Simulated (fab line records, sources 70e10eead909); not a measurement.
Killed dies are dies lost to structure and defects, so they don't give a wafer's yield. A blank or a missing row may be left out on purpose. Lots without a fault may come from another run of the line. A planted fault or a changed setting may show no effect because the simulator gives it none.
Which tool did it? | flow nand_harc | 24 lots, 72 wafers sampled, at 1 step of a route of 1159

WHAT THE GAUGES READ, wafer by wafer
NHARC_A_CHANNEL_HOLE_D1_INSPECT_12. Usual: raw_defect_count 5.3, standard deviation 2.7.
lot  | measured     | on                | raw_defect_count | flag
L076 | day 8 14:46  | defect_inspect-01 | 6 6 8            |
L075 | day 8 15:09  | defect_inspect-01 | 5 11 3           |
L077 | day 8 15:39  | defect_inspect-01 | 4 8 6            |
L074 | day 8 16:49  | defect_inspect-02 | 6 6 7            |
L078 | day 9 05:58  | defect_inspect-01 | 7 6 5            |
L079 | day 9 06:59  | defect_inspect-02 | 8 6 7            |
L082 | day 10 00:08 | defect_inspect-01 | 9 7 0            |
L080 | day 10 00:38 | defect_inspect-02 | 5 5 6            |
L081 | day 10 00:52 | defect_inspect-01 | 10 3 6           |
L083 | day 10 09:21 | defect_inspect-01 | 6 1 2            |
L084 | day 10 09:30 | defect_inspect-01 | 5 1 4            |
L088 | day 11 06:10 | defect_inspect-02 | 7 1 4            |
L085 | day 11 06:31 | defect_inspect-02 | 5 4 3            |
L086 | day 11 07:58 | defect_inspect-02 | 11 7 6           |
L087 | day 11 20:15 | defect_inspect-02 | 1 9 9            |
L090 | day 12 03:38 | defect_inspect-02 | 6 5 5            |
L089 | day 12 04:34 | defect_inspect-02 | 3 3 5            |
L091 | day 12 12:32 | defect_inspect-02 | 4 2 3            |
L092 | day 12 13:38 | defect_inspect-02 | 4 2 6            |
L093 | day 12 17:43 | defect_inspect-02 | 3 5 5            |
L095 | day 13 02:54 | defect_inspect-02 | 4 2 5            |
L094 | day 13 03:05 | defect_inspect-01 | 4 6 5            |
L096 | day 13 13:04 | defect_inspect-01 | 8 2 8            |
L097 | day 14 01:03 | defect_inspect-01 | 7 2 5            |

WHICH TOOL RAN EACH LOT (tool, then ch and the chambers of the sampled wafers, then the start)
The record holds no process step before these readings.

WHAT THE TOOLS THEMSELVES READ (means of the sampled wafers that have a number; where no wafer has one, the mark that the record gives instead)
The record holds no such reading with a usual standard deviation.

THE ANSWER, worked out from the rows above alone
Rule: a lot is off if the mean of its wafers that have a number lies more than 3 standard deviations from the usual mean. A lot without any number at a reading at which 4 lots or more have one is off too. The other lots that the step has rows for count as sound. The gauges are gone through in route order, then the tools' own readings, and for those a lot's mean is taken as printed above. The first step at which some lot is off is used, and at that step the reading that is off furthest; a lot without a number counts as furthest.
No lot is off at any reading shown: from this, nothing can be told.

WHAT THE SIMULATOR HAD PUT IN
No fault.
